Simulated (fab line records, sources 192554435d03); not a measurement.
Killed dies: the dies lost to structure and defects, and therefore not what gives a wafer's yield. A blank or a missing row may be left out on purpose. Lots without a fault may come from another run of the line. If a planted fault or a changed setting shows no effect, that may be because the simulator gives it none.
Chamber matching	flow n5-finfet	ald-sin-01 running N5_STI_FIN_REVEAL_ALD_00: 4 sister chambers
The step deposits SiO2, target thk 1 nm, pulse time 1 s. 8 wafers are shown with their chamber, then 12 later ones without.

## WAFERS PAIRED WITH THEIR CHAMBERS
wafer	chamber	heater-power-w (W)	precursor-pulse-height-rel
L082.2	1	489	1.011
L082.4	2	457	0.973
L085.1	2	463	0.997
L085.2	1	474	1.006
L085.3	3	438	1.013
L085.4	0	522	0.997
L085.5	3	441	1.032
L085.6	0	541	0.972

## WAFERS WITH NO CHAMBER GIVEN
wafer	heater-power-w (W)	precursor-pulse-height-rel
L086.2	482	1.005
L086.3	448	0.989
L086.4	540	1.024
L087.1	443	1.009
L087.3	471	0.985
L087.5	532	1.004
L095.2	530	0.993
L095.5	477	0.997
L095.6	436	0.990
L096.3	479	0.985
L096.5	490	1.012
L096.6	480	1.021

## THE CHAMBER EACH PASSED THROUGH
wafer	from the rows above	in truth
L086.2	1	1
L086.3	can't be placed: 2 or 3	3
L086.4	0	0
L087.1	can't be placed: 3 or 2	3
L087.3	can't be placed: 2 or 1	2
L087.5	0	0
L095.2	0	0
L095.5	can't be placed: 1 or 2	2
L095.6	can't be placed: 3 or 2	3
L096.3	can't be placed: 1 or 2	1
L096.5	1	1
L096.6	1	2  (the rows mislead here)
Correct placement for 5 of the 12. Can't be placed from these rows: 6 (the true chamber is among the candidates in 6). Number placed wrongly: 1.
How it was worked out, from the rows above alone: a wafer's distance from a chamber is the root of the sum, over the readings, of the square of ((its reading less the chamber's mean) divided by the reading's scatter). The wafer belongs to the nearest chamber; if the next one is less than 2 further off, it can't be placed. Each chamber's mean is taken over the wafers shown for it. How the scatter is found: for the shown wafers, subtract from each reading the mean of its chamber, square and add these, divide the total by (wafers less chambers), then take the root.
